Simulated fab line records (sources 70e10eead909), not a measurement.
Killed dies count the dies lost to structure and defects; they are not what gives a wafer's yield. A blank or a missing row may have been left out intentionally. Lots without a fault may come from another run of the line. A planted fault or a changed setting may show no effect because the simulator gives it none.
Matching of chambers	flow nand harc	NHARC_P_M2_ETCH_35 on rie diel-07 has 4 sister chambers
The step etches the open film in N2/H2, target depth 40 nm, overetch 12 nm, time 43.94 s. 16 wafers are shown with their chamber, then 8 later ones without.

== EACH WAFER AND ITS CHAMBER ==
wafer	chamber	showerhead plenum p Torr (Torr)	oes product au (a.u.)	rf vpp V (V)
L075.1	1	2.16	1.026	433
L075.4	0	2.13	1.004	433
L075.5	1	2.16	1.015	433
L077.3	0	2.13	1.010	433
L077.4	1	2.16	1.019	435
L077.6	1	2.16	1.018	435
L079.1	2	2.11	0.992	433
L079.3	3	2.19	0.994	434
L079.6	3	2.19	1.000	435
L083.1	1	2.16	1.013	434
L083.3	0	2.13	0.992	434
L083.5	0	2.13	0.999	433
L084.2	1	2.16	1.016	435
L084.4	0	2.13	1.010	433
L084.5	2	2.10	0.975	431
L085.1	2	2.10	0.990	433

SIGNATURES, as means of the wafers listed above
reading	chamber 0	chamber 1	chamber 2	chamber 3	scatter within a chamber
showerhead plenum p Torr	2.1300	2.1600	2.1033	2.1900	0.00236
oes product au	1.00300	1.01783	0.98567	0.99700	0.00664
rf vpp V	433.20	434.17	432.33	434.50	0.856
Rule: for each reading, subtract the chamber's mean from the wafer's reading, divide by that reading's scatter and square the result; add these up over the readings and take the root, which gives the wafer's distance from the chamber. The wafer belongs to the nearest chamber; if the next one is less than 2 further off, it can't be placed. The scatter is the square root of a quotient: the sum, over the shown wafers, of each reading's squared deviation from its chamber's mean, divided by wafers minus chambers.

== WAFERS WITHOUT THEIR CHAMBER ==
wafer	showerhead plenum p Torr (Torr)	oes product au (a.u.)	rf vpp V (V)
L085.2	2.13	1.012	434
L085.3	2.19	1.000	435
L087.3	2.16	1.013	434
L087.4	2.13	1.017	433
L087.6	2.13	1.007	433
L088.1	2.16	1.017	434
L088.4	2.13	1.007	434
L088.5	2.19	0.989	434

== THE CHAMBER EACH PASSED THROUGH ==
wafer	from the rows above	in truth
L085.2	0	0
L085.3	3	3
L087.3	1	1
L087.4	0	0
L087.6	0	0
L088.1	1	1
L088.4	0	0
L088.5	3	3
Correctly placed: 8 of 8. Not placeable from these rows: 0. Number placed wrongly: 0.
